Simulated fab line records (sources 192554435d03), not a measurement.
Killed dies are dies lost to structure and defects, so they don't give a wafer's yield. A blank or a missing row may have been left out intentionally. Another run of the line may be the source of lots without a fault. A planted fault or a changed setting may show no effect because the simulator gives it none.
Matching of chambers | flow n5 finfet | cmp-04 running N5_STI_FIN_REVEAL_CMP_04: 4 sister chambers
The step polishes, stops on Si3N4, t overpolish 4 s, target thk 131.83 nm. 4 wafers are shown with their chamber, then 10 later ones without.

## WAFERS, EACH WITH ITS CHAMBER
wafer  | chamber | time to endpoint s (s)
L081.2 | 3       | 109
L082.6 | 1       | 100
L083.2 | 2       | 109
L083.3 | 0       | 114

## WAFERS MISSING THEIR CHAMBER
wafer  | time to endpoint s (s)
L083.4 | 104
L084.2 | 116
L084.4 | 102
L084.5 | 119
L085.1 | 115
L085.2 | 115
L085.3 | 118
L096.2 | 114
L096.3 | 120
L096.4 | 114

## EACH ONE'S CHAMBER
wafer  | from the rows above               | in truth
L083.4 | can't be placed: 1 or 2 or 3 or 0 | 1
L084.2 | can't be placed: 0 or 2 or 3      | 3
L084.4 | can't be placed: 1 or 2 or 3      | 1
L084.5 | can't be placed: 0 or 2 or 3      | 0
L085.1 | can't be placed: 0 or 2 or 3      | 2
L085.2 | can't be placed: 0 or 2 or 3      | 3
L085.3 | can't be placed: 0 or 2 or 3      | 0
L096.2 | can't be placed: 0 or 2 or 3      | 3
L096.3 | can't be placed: 0 or 2 or 3      | 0
L096.4 | can't be placed: 0 or 2 or 3      | 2
0 of 10 placed correctly. Not placeable from these rows: 10 (in 10, the candidates include the true chamber). 0 placed wrongly.
How it was worked out, from the rows above alone: a wafer's distance from a chamber is the root of the sum, over the readings, of the square of ((its reading less the chamber's mean) divided by the reading's scatter). The wafer belongs to the nearest chamber; if the next one is less than 2 further off, it can't be placed. For every chamber, the mean is computed from those of its wafers that are shown. The scatter: with one shown wafer a chamber, the root of the mean of the squares of how far each hidden wafer lies from its nearest shown one.
